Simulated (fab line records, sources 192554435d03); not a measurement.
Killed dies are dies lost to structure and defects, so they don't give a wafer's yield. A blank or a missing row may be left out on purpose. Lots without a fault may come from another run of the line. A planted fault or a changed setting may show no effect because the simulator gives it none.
fab line records | flow n5_finfet
record lots=7 wafers=21
route steps=1938 shown HKMG_FIN@395 GATE_CUT@480 MOL_CONTACT_COAG@581 BEOL_M0_SAQP@634
start_h: hours from the record's first day to the start of the lot's first wafer shown | wait_h: hours since the lot's step before | " the same as in the row above | L1.1+2: a row that stands for several wafers | - no value, or no start given | * or withheld: withheld | < > ~ a bound
route shown NAME@n: a module of which the file shows steps, and the number in the route of the first | usual: mean/standard deviation of fault-free wafers | same: alike in all rows | chamber/n: place in a boat | sites: the reading at each site | _std_site: their standard deviation | _edge_site: outer sites' mean less inner sites' | radius_mm: how far each site lies from the wafer's centre | mask NAME#n: copy n | behind: the tool/chamber that last shaped the wafer | hold: why the lot was held/for how many hours/how that ended | device: the transistor (n, p or np) that didn't switch | end of line: the same wafers' tests at the end of the route | a step without rows: its recipe alone | killed: dies lost to structure and defects at the first sort, not the wafer's yield | map: a wafer's dies, x killed, . not, _ none there
set.NAME: the setting as run; set.NAME@STEP: as run at that earlier step | model.NAME: the simulator's own value behind a step, which no gauge read
lots whose settings were changed on purpose; a table a step, a row a wafer
## steps
# step N5_HKMG_FIN_EXPOSE_46
# recipe mask_id=NDIPOLE na=1.35 source_shape=conventional sigma_outer=0.8 polarization=unpolarized dose_mj=40
# columns lot.wafer tool chamber start_h wait_h mask set.dose_mj
L075.1+4+6 arfi_scanner-01 0 78.75 - NDIPOLE#0 40
L079.1+5 arfi_scanner-02 0 102.50 - NDIPOLE#0 41.82
L079.2 " 0 " " NDIPOLE#0 40
L084.3+6 arfi_scanner-03 0 134.58 - NDIPOLE#0 40
L084.4 " 0 " " NDIPOLE#0 37.2
L086.2+3 arfi_scanner-01 0 143.91 - NDIPOLE#0 40
L086.5 " 0 " " NDIPOLE#0 42.72
L085.2+5+6 arfi_scanner-02 0 147.31 - NDIPOLE#0 40
L088.2+3+4 arfi_scanner-02 0 155.58 - NDIPOLE#0 40
L090.2+4+6 arfi_scanner-02 0 167.37 - NDIPOLE#0 40
# step N5_HKMG_FIN_PEB_47
# recipe peb_temp_c=withheld peb_time_s=60 resist=CAR-ArF
# step N5_HKMG_FIN_DEVELOP_48
# recipe develop_time_s=30 developer=TMAH resist=CAR-ArF rinse_liquid=diw dry=air_spin dev_temp_c=23
# step N5_HKMG_FIN_CD_MEAS_49
# recipe target_cd_nm=202 landing_energy_ev=500 detector=se_inlens polarity=opening
# usual cd_nm=202.2/0.57
# columns lot.wafer tool chamber start_h wait_h set.dose_mj@HKMG_FIN_EXPOSE_46 cd_nm
L075.1 cd_sem-02 0 78.87 - 40 202.6
L075.4 " 0 " " 40 201.9
L075.6 " 0 " " 40 202.6
L079.1 cd_sem-01 0 102.62 - 41.82 204.1
L079.2 " 0 " " 40 201.6
L079.5 " 0 " " 41.82 204.7
L084.3 cd_sem-01 0 134.69 - 40 201.8
L084.4 " 0 " " 37.2 197.3
L084.6 " 0 " " 40 201.6
L086.2 cd_sem-02 0 144.03 - 40 203.0
L086.3 " 0 " " 40 202.3
L086.5 " 0 " " 42.72 206.2
L085.2 cd_sem-03 0 147.43 - 40 201.6
L085.5 " 0 " " 40 202.2
L085.6 " 0 " " 40 201.7
L088.2 cd_sem-02 0 155.70 - 40 201.9
L088.3 " 0 " " 40 202.7
L088.4 " 0 " " 40 202.1
L090.2 cd_sem-01 0 167.49 - 40 202.5
L090.4 " 0 " " 40 203.1
L090.6 " 0 " " 40 202.9
# step N5_HKMG_FIN_DESCUM_53
# recipe chemistry=O2 time_s=7.9 source_power_w=50 bias_power_w=20 pressure_mtorr=20 rf_frequency_hz=2.712e+07 temp_c=40 resist=CAR-ArF o2_flow_sccm=225
# columns lot.wafer tool chamber start_h wait_h set.spin_rpm@HKMG_FIN_COAT_43 model.CAR-ArF_of_HKMG_FIN_COAT_43.thk_nm
L075.1 rie_diel-01 1 78.96 0.0 1500 83.4
L075.4 " 0 " " 1500 82.8
L075.6 " 3 " " 1500 83.2
L079.1 rie_diel-02 2 102.71 0.0 1500 83.6
L079.2 " 0 " " 1500 83.8
L079.5 " 1 " " 1391 87.2
L084.3 rie_diel-06 1 134.81 0.1 1500 83.6
L084.4 " 0 " " 1594 80.6
L084.6 " 3 " " 1594 80.8
L086.2+3 rie_diel-06 0,2 144.27 0.2 1500 83
L086.5 " 0 " " 1500 83.2
L085.2+5 rie_diel-02 2,1 147.58 0.1 1500 83.4
L085.6 " 0 " " 1500 83.2
L088.2+3 rie_diel-02 1,0 155.79 0.0 1632 79.6
L088.4 " 3 " " 1500 83.4
L090.2+6 rie_diel-02 2 167.58 0.0 1500 83.6
L090.4 " 1 " " 1500 83.8
# step N5_GATE_CUT_COAT_27
# recipe resist=underlayer temp_c=205 time_s=60 spin_rpm=1500 resist_thk_nm=10
# columns lot.wafer tool chamber start_h wait_h set.spin_rpm model.underlayer_of_GATE_CUT_COAT_27.thk_nm
L075.1+6 litho_track-03 0 - - 1500 10
L075.4 " 0 " " 1424 10.4
L079.1+2+5 litho_track-03 0 - - 1500 10
L084.3+4 litho_track-03 0 - - 1575 9.8
L084.6 " 0 " " 1500 10
L086.2+3+5 litho_track-02 0 - - 1500 10
L085.2+5+6 litho_track-02 0 - - 1500 10
L088.2 litho_track-03 0 - - 1500 10
L088.3+4 " 0 " " 1613 9.6
L090.2+4+6 litho_track-03 0 - - 1500 10
# step N5_GATE_CUT_EXPOSE_10
# recipe mask_id=GATE_CUT na=0.33 source_shape=annular sigma_inner=0.35 sigma_outer=0.8 polarization=unpolarized target_cd_nm=20 dose_mj=43.25
# columns lot.wafer tool chamber start_h wait_h mask set.dose_mj
L075.1+4+6 euv_scanner-02 0 90.38 - GATE_CUT#0 43.25
L079.1 euv_scanner-02 0 114.29 - GATE_CUT#0 43.25
L079.2+5 " 0 " " GATE_CUT#0 45.78
L084.3+4+6 euv_scanner-01 0 146.74 - GATE_CUT#0 44.17
L086.2 euv_scanner-01 0 155.59 - GATE_CUT#0 43.25
L086.3+5 " 0 " " GATE_CUT#0 40.09
L085.2+5+6 euv_scanner-01 0 158.91 - GATE_CUT#0 43.25
L088.2 euv_scanner-02 0 167.43 - GATE_CUT#0 45.42
L088.3+4 " 0 " " GATE_CUT#0 43.25
L090.2+4+6 euv_scanner-01 0 179.59 - GATE_CUT#0 43.25
# step N5_GATE_CUT_PEB_11
# recipe peb_temp_c=100 peb_time_s=60 resist=CAR-EUV
# step N5_GATE_CUT_DEVELOP_12
# recipe develop_time_s=30 developer=TMAH resist=CAR-EUV rinse_liquid=surfactant_rinse dry=air_spin dev_temp_c=23
# step N5_GATE_CUT_CD_MEAS_13
# recipe target_cd_nm=20 landing_energy_ev=500 detector=se_inlens
# usual cd_nm=20.01/0.23
# columns lot.wafer tool chamber start_h wait_h set.dose_mj@GATE_CUT_EXPOSE_10 cd_nm
L075.1 cd_sem-01 0 90.51 - 43.25 20.09
L075.4 " 0 " " 43.25 20.10
L075.6 " 0 " " 43.25 20.34
L079.1 cd_sem-01 0 114.43 - 43.25 20.13
L079.2 " 0 " " 45.78 21.03
L079.5 " 0 " " 45.78 21.49
L084.3 cd_sem-01 0 146.86 - 44.17 20.75
L084.4 " 0 " " 44.17 20.90
L084.6 " 0 " " 44.17 20.90
L086.2 cd_sem-03 0 155.71 - 43.25 19.85
L086.3 " 0 " " 40.09 18.12
L086.5 " 0 " " 40.09 18.13
L085.2 cd_sem-01 0 159.04 - 43.25 19.88
L085.5 " 0 " " 43.25 20.09
L085.6 " 0 " " 43.25 20.02
L088.2 cd_sem-01 0 167.56 - 45.42 20.92
L088.3 " 0 " " 43.25 20.39
L088.4 " 0 " " 43.25 20.06
L090.2 cd_sem-02 0 179.72 - 43.25 20.06
L090.4 " 0 " " 43.25 19.99
L090.6 " 0 " " 43.25 19.72
# step N5_GATE_CUT_DESCUM_18
# recipe chemistry=O2 time_s=7 source_power_w=50 bias_power_w=20 pressure_mtorr=20 rf_frequency_hz=2.712e+07 temp_c=40 resist=CAR-EUV o2_flow_sccm=225
# columns lot.wafer tool chamber start_h wait_h set.dose_mj@GATE_CUT_EXPOSE_10 model.GATE_CUT.cd_nm
L075.1 rie_diel-03 2 90.99 0.4 43.25 20
L075.4+6 " 1,0 " " 43.25 20.2
L079.1 rie_diel-05 1 114.55 0.0 43.25 20.2
L079.2+5 " 2 " " 45.78 21.2
L084.3+4+6 rie_diel-04 2,3,1 146.98 0.0 44.17 20.6
L086.2 rie_diel-05 0 155.83 0.0 43.25 19.8
L086.3+5 " 3,1 " " 40.09 18.2
L085.2+5+6 rie_diel-05 0,1,2 159.16 0.0 43.25 20
L088.2 rie_diel-05 1 168.14 0.5 45.42 21.2
L088.3+4 " 0,3 " " 43.25 20
L090.2+4+6 rie_diel-04 1,2,0 180.03 0.2 43.25 19.8
# step N5_GATE_CUT_ETCH_28
# recipe chemistry=N2/H2 target=underlayer target_depth_a=130 mask_material=CAR-EUV time_s=10.4 ion_energy_ev=200 pressure_mtorr=30 source_w=840 bias_w=150 n2_flow_sccm=200 h2_flow_sccm=200 ends=cleared
# columns lot.wafer tool chamber start_h wait_h set.spin_rpm@GATE_CUT_COAT_27 set.dose_mj@GATE_CUT_EXPOSE_10 model.CAR-EUV_of_GATE_CUT_COAT_07.thk_nm model.etch.depth_nm model.GATE_CUT.cd_nm
L075.1+6 rie_diel-03 2,0 91.02 0.0 1500 43.25 14.6 10.07 20.2
L075.4 " 1 " " 1424 43.25 14.4 10.31 20.2
L079.1 rie_diel-05 1 114.58 0.0 1500 43.25 14.6 10.08 20.2
L079.2 " 2 " " 1500 45.78 14.6 10.06 21.4
L079.5 " 2 " " 1500 45.78 14.8 10.03 21.2
L084.3 rie_diel-04 2 147.01 0.0 1575 44.17 15 9.757 20.6
L084.4 " 3 " " 1575 44.17 14.8 9.76 20.6
L084.6 " 1 " " 1500 44.17 14.6 10.02 20.6
L086.2 rie_diel-05 0 155.87 0.0 1500 43.25 14.6 10.04 19.8
L086.3 " 3 " " 1500 40.09 14.6 10.01 18
L086.5 " 1 " " 1500 40.09 14.6 10.04 18.2
L085.2 rie_diel-05 0 159.19 0.0 1500 43.25 14.6 9.982 20
L085.5 " 1 " " 1500 43.25 14.6 10.01 20
L085.6 " 2 " " 1500 43.25 14.6 9.984 20
L088.2 rie_diel-05 1 168.18 0.0 1500 45.42 14.6 10 21
L088.3 " 0 " " 1613 43.25 15.2 9.596 20
L088.4 " 3 " " 1613 43.25 15 9.617 19.8
L090.2 rie_diel-04 1 180.06 0.0 1500 43.25 14.6 9.991 19.8
L090.4 " 2 " " 1500 43.25 14.6 10.01 19.8
L090.6 " 0 " " 1500 43.25 14.6 10.01 20
# step N5_GATE_CUT_ETCH_36
# recipe chemistry=CF4 target=SiARC target_depth_a=130 mask_material=CAR-EUV time_s=21.7 ion_energy_ev=80 pressure_mtorr=40 source_w=545 bias_w=36 Ar_flow_sccm=100 cf4_flow_sccm=100 ends=cleared
# columns lot.wafer tool chamber start_h wait_h set.dose_mj@GATE_CUT_EXPOSE_10 model.GATE_CUT.cd_nm
L075.1+4 rie_diel-03 2,1 91.04 0.0 43.25 20
L075.6 " 0 " " 43.25 20.2
L079.1 rie_diel-05 1 114.60 0.0 43.25 20.2
L079.2+5 " 2 " " 45.78 21.2
L084.3+4+6 rie_diel-04 2,3,1 147.03 0.0 44.17 20.6
L086.2 rie_diel-05 0 155.89 0.0 43.25 20
L086.3 " 3 " " 40.09 18
L086.5 " 1 " " 40.09 18.2
L085.2 rie_diel-05 0 159.21 0.0 43.25 20.2
L085.5+6 " 1,2 " " 43.25 20
L088.2 rie_diel-05 1 168.20 0.0 45.42 21.2
L088.3+4 " 0,3 " " 43.25 20
L090.2+4 rie_diel-04 1,2 180.08 0.0 43.25 19.8
L090.6 " 0 " " 43.25 20
# step N5_GATE_CUT_ETCH_37
# recipe chemistry=N2/H2 target=SOC target_depth_a=600 overetch_a=120 mask_material=SiARC temp_c=40 time_s=90 ion_energy_ev=200 pressure_mtorr=30 source_w=840 bias_w=150 n2_flow_sccm=200 h2_flow_sccm=200
# step N5_GATE_CUT_STRIP_38
# recipe chemistry=N2/H2 temp_c=40 n2_flow_sccm=200 h2_flow_sccm=200 rf_frequency_hz=6e+07
# step N5_GATE_CUT_CUT_ETCH_54
# recipe chemistry=Cl2/BCl3 target=TiN mask_material=SiO2 target_depth_a=967 pressure_mtorr=10 icp_w=1000 bias_w=126 Cl2_flow_sccm=53.25 bcl3_flow_sccm=21.75 Ar_flow_sccm=25 ends=cleared
# step N5_GATE_CUT_CUT_ETCH_55
# recipe chemistry=BCl3 target=HfO2 mask_material=SiO2 target_depth_a=32 ion_energy_ev=30 pressure_mtorr=5 icp_w=450 bias_w=18 bcl3_flow_sccm=80
# step N5_GATE_CUT_ETCH_47
# recipe chemistry=Cl2/BCl3 target=SiO2 target_depth_a=100 pressure_mtorr=10 icp_w=1000 bias_w=126 Cl2_flow_sccm=53.25 bcl3_flow_sccm=21.75 Ar_flow_sccm=25
# columns lot.wafer tool chamber start_h wait_h set.dose_mj@GATE_CUT_EXPOSE_10 model.GATE_CUT.cd_nm
L075.1 rie_metal-01 1 91.54 0.0 43.25 20.4
L075.4 " 1 " " 43.25 20
L075.6 " 0 " " 43.25 20.6
L079.1 rie_metal-01 0 115.09 0.0 43.25 20.2
L079.2 " 1 " " 45.78 21.6
L079.5 " 0 " " 45.78 21.4
L084.3+6 rie_metal-01 0 147.53 0.0 44.17 20.6
L084.4 " 1 " " 44.17 20.4
L086.2 rie_metal-01 1 156.38 0.0 43.25 19.8
L086.3 " 1 " " 40.09 18
L086.5 " 0 " " 40.09 18.2
L085.2+6 rie_metal-03 0 159.86 0.1 43.25 19.8
L085.5 " 0 " " 43.25 20
L088.2 rie_metal-03 1 168.69 0.0 45.42 21
L088.3 " 1 " " 43.25 19.8
L088.4 " 0 " " 43.25 19.4
L090.2 rie_metal-03 0 180.57 0.0 43.25 19.2
L090.4 " 0 " " 43.25 19
L090.6 " 0 " " 43.25 19.8
# step N5_MOL_CONTACT_COAG_ETCH_91
# recipe chemistry=N2/H2 target=SOC target_depth_a=600 overetch_a=210 mask_material=SiARC temp_c=40 time_s=101.2 ion_energy_ev=200 pressure_mtorr=30 source_w=840 bias_w=150 n2_flow_sccm=200 h2_flow_sccm=200
# usual rf_vpp_V=523.5/2.1
# columns lot.wafer tool chamber start_h wait_h set.source_w rf_vpp_V model.SiARC_of_MOL_CONTACT_COAG_COAT_76.thk_nm
L075.1 rie_diel-06 0 105.73 0.0 840 527.4 5.8
L075.4 " 2 " " 944.7 503.5 5.6
L075.6 " 1 " " 840 524.2 6
L079.1 rie_diel-01 2 128.35 0.0 840 521.6 5.8
L079.2 " 0 " " 840 523.3 5.8
L079.5 " 1 " " 793.3 533.3 6
L084.3 rie_diel-02 2 161.29 0.0 840 523.7 5.8
L084.4 " 3 " " 840 525.3 5.8
L084.6 " 1 " " 840 522.5 5.8
L086.2 rie_diel-01 2 170.15 0.0 840 523.1 5.8
L086.3 " 3 " " 765.7 539.8 6
L086.5 " 2 " " 840 522.2 5.8
L085.2 rie_diel-01 1 173.51 0.0 981.1 496.7 5.4
L085.5 " 3 " " 840 522.5 5.8
L085.6 " 1 " " 981.1 496.7 5.6
L088.2 rie_diel-01 0 187.86 0.0 764.2 538.2 6
L088.3 " 1 " " 840 522.2 5.8
L088.4 " 3 " " 764.2 539.3 6
L090.2 rie_diel-01 0 195.10 0.0 840 522.7 5.8
L090.4 " 1 " " 840 523.5 5.8
L090.6 " 3 " " 840 522.4 5.8
# step N5_MOL_CONTACT_COAG_VIA_ETCH_46
# recipe chemistry=C4F6/O2 target_depth_a=460 overetch_a=92 mask_material=SOC target=SiO2 bias_w=455 pressure_mtorr=10 time_s=40 source_w=325 Ar_flow_sccm=300 C4F6_flow_sccm=10 O2_flow_sccm=10 ion_energy_ev=575.3 ends=end_point
# usual rf_vpp_V=1588/9.3
# columns lot.wafer tool chamber start_h wait_h set.bias_w rf_vpp_V
L075.1 rie_diel-06 0 105.85 0.0 485 1668
L075.4 " 2 " " 455 1569
L075.6 " 1 " " 455 1587
L079.1 rie_diel-01 2 128.47 0.0 455 1588
L079.2 " 0 " " 455 1588
L079.5 " 1 " " 455 1598
L084.3 rie_diel-02 2 161.41 0.0 455 1580
L084.4 " 3 " " 455 1591
L084.6 " 1 " " 455 1577
L086.2 rie_diel-01 2 170.27 0.0 455 1585
L086.3 " 3 " " 455 1596
L086.5 " 2 " " 455 1586
L085.2 rie_diel-01 1 173.64 0.0 519.9 1762
L085.5 " 3 " " 455 1595
L085.6 " 1 " " 455 1597
L088.2 rie_diel-01 0 187.99 0.0 388.5 1408
L088.3 " 1 " " 388.5 1419
L088.4 " 3 " " 388.5 1417
L090.2 rie_diel-01 0 195.22 0.0 455 1586
L090.4 " 1 " " 455 1597
L090.6 " 3 " " 455 1595
# step N5_BEOL_M0_SAQP_HM_DEP_02
# recipe material=TiN target_thk_a=120 temp_c=25 chamber_pressure_pa=0.49996
# columns lot.wafer tool chamber start_h wait_h set.target_thk_a model.TiN_of_BEOL_M0_SAQP_HM_DEP_02.thk_nm
L075.1+4 pvd_sputter-03 - 111.91 0.0 120 12
L075.6 " - " " 111.5 11
L079.1+2 pvd_sputter-03 - 135.39 1.0 120 12
L079.5 " - " " 111.9 11
L084.3+4 pvd_sputter-01 - 168.72 0.8 120 12
L084.6 " - " " 133.2 13.2
L086.2+3+5 pvd_sputter-01 - 177.56 1.1 120 12
L085.2+6 pvd_sputter-01 - 179.97 0.5 120 11.6
L085.5 " - " " 120 11.8
L088.2+4 pvd_sputter-02 - 194.23 0.0 120 11.8
L088.3 " - " " 128.7 12.8
L090.2+4+6 pvd_sputter-02 - 201.56 0.1 120 11.8
# step N5_BEOL_M0_SAQP_PECVD_03
# recipe material=SiCN target_thk_a=120 temp_c=withheld precursor=3MS/NH3 pressure_torr=3 rf_w=202 time_s=21.1
# columns lot.wafer tool chamber start_h wait_h set.time_s
L075.1+4+6 pecvd-04 0 112.03 0.1 21.1
L079.1+5 pecvd-02 1 135.51 0.1 22.29
L079.2 " 0 " " 21.1
L084.3 pecvd-02 1 168.84 0.1 20.1
L084.4+6 " 1,0 " " 21.1
L086.2+3+5 pecvd-01 0,2,0 177.68 0.1 21.1
L085.2+6 pecvd-04 1,2 180.09 0.1 19.66
L085.5 " 0 " " 21.1
L088.2+3+4 pecvd-02 2,0,2 194.35 0.1 21.1
L090.2+4+6 pecvd-04 0,1,0 201.68 0.1 21.1
# step N5_BEOL_M0_SAQP_PECVD_96
# recipe material=a-Si target_thk_a=450 temp_c=350 precursor=SiH4/He pressure_torr=3 rf_w=100 time_s=45.2
# step N5_BEOL_M0_SAQP_PECVD_97
# recipe material=SiNx target_thk_a=230 temp_c=350 precursor=SiH4/NH3/N2 pressure_torr=1.5 rf_w=300 time_s=19.9
# step N5_BEOL_M0_SAQP_ETCH_101
# recipe chemistry=CH3F/O2 target=SiNx mask_material=SiO2 target_depth_a=299 time_s=42.7 pressure_mtorr=30 source_w=395 bias_w=73 Ar_flow_sccm=150 CH3F_flow_sccm=30 O2_flow_sccm=20 ion_energy_ev=120
# step N5_BEOL_M0_SAQP_ETCH_102
# recipe chemistry=CF4 target=SiO2 target_depth_a=40 ion_energy_ev=350 time_s=4.4 pressure_mtorr=10 icp_w=800 bias_w=400 cf4_flow_sccm=80
# step N5_BEOL_M0_SAQP_MANDREL_ETCH_103
# recipe chemistry=HBr/Cl2 target=a-Si target_depth_a=450 bt_time_s=10 stop_on=SiCN mask_material=SiO2 over_etch_frac=0.8 time_s=27 pressure_mtorr=10 icp_w=800 bias_w=75 HBr_flow_sccm=150 Cl2_flow_sccm=80 ends=end_point
# columns lot.wafer tool chamber start_h wait_h set.time_s@BEOL_M0_SAQP_PECVD_03 model.SiCN_of_BEOL_M0_SAQP_PECVD_03.thk_nm
L075.1+6 rie_si-05 1,0 114.68 0.0 21.1 8.6
L075.4 " 0 " " 21.1 8.8
L079.1+5 rie_si-05 1,2 138.04 0.0 22.29 9.4
L079.2 " 2 " " 21.1 9
L084.3 rie_si-04 0 171.36 0.0 20.1 8
L084.4 " 3 " " 21.1 9
L084.6 " 3 " " 21.1 8.8
L086.2+3 rie_si-02 1,0 180.23 0.0 21.1 8.8
L086.5 " 1 " " 21.1 9
L085.2 rie_si-02 0 186.60 0.0 19.66 7.8
L085.5 " 1 " " 21.1 8.6
L085.6 " 0 " " 19.66 8
L088.2+3+4 rie_si-04 3,1,2 197.01 0.0 21.1 8.6
L090.2 rie_si-02 2 205.17 0.0 21.1 8.8
L090.4 " 3 " " 21.1 9
L090.6 " 0 " " 21.1 9.2
## key
split step=N5_HKMG_FIN_EXPOSE_46 setting=dose_mj stated=40 by=wafer
response step=N5_HKMG_FIN_CD_MEAS_49 reading=cd_nm change=+0.585 per=1% r=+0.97
split step=N5_GATE_CUT_COAT_27 setting=spin_rpm stated=1500 by=wafer
response step=N5_GATE_CUT_COAT_27 reading=model.underlayer_of_GATE_CUT_COAT_27.thk_nm change=-0.0562 per=1% r=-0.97
response step=N5_GATE_CUT_ETCH_28 reading=model.CAR-EUV_of_GATE_CUT_COAT_07.thk_nm change=+0.0585 per=1% r=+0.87
response step=N5_GATE_CUT_ETCH_28 reading=model.etch.depth_nm change=-0.0514 per=1% r=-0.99
split step=N5_GATE_CUT_EXPOSE_10 setting=dose_mj stated=43.25 by=wafer
response step=N5_GATE_CUT_CD_MEAS_13 reading=cd_nm change=+0.201 per=1% r=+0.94
response step=N5_GATE_CUT_DESCUM_18 reading=model.GATE_CUT.cd_nm change=+0.209 per=1% r=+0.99
response step=N5_GATE_CUT_ETCH_28 reading=model.GATE_CUT.cd_nm change=+0.216 per=1% r=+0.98
response step=N5_GATE_CUT_ETCH_36 reading=model.GATE_CUT.cd_nm change=+0.228 per=1% r=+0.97
response step=N5_GATE_CUT_ETCH_47 reading=model.GATE_CUT.cd_nm change=+0.24 per=1% r=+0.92
split step=N5_MOL_CONTACT_COAG_ETCH_91 setting=source_w stated=840 by=wafer
response step=N5_MOL_CONTACT_COAG_ETCH_91 reading=rf_vpp_V change=-1.71 per=1% r=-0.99
response step=N5_MOL_CONTACT_COAG_ETCH_91 reading=model.SiARC_of_MOL_CONTACT_COAG_COAT_76.thk_nm change=-0.0214 per=1% r=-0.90
split step=N5_MOL_CONTACT_COAG_VIA_ETCH_46 setting=bias_w stated=455 by=wafer
response step=N5_MOL_CONTACT_COAG_VIA_ETCH_46 reading=rf_vpp_V change=+11.9 per=1% r=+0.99
split step=N5_BEOL_M0_SAQP_HM_DEP_02 setting=target_thk_a stated=120 by=wafer
response step=N5_BEOL_M0_SAQP_HM_DEP_02 reading=model.TiN_of_BEOL_M0_SAQP_HM_DEP_02.thk_nm change=+0.127 per=1% r=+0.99
split step=N5_BEOL_M0_SAQP_PECVD_03 setting=time_s stated=21.1 by=wafer
response step=N5_BEOL_M0_SAQP_MANDREL_ETCH_103 reading=model.SiCN_of_BEOL_M0_SAQP_PECVD_03.thk_nm change=+0.112 per=1% r=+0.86
split outside_this_file step=N5_HKMG_FIN_COAT_43 setting=spin_rpm
# split outside_this_file: this setting was split too, and the file shows its column; the key of that split is in another file
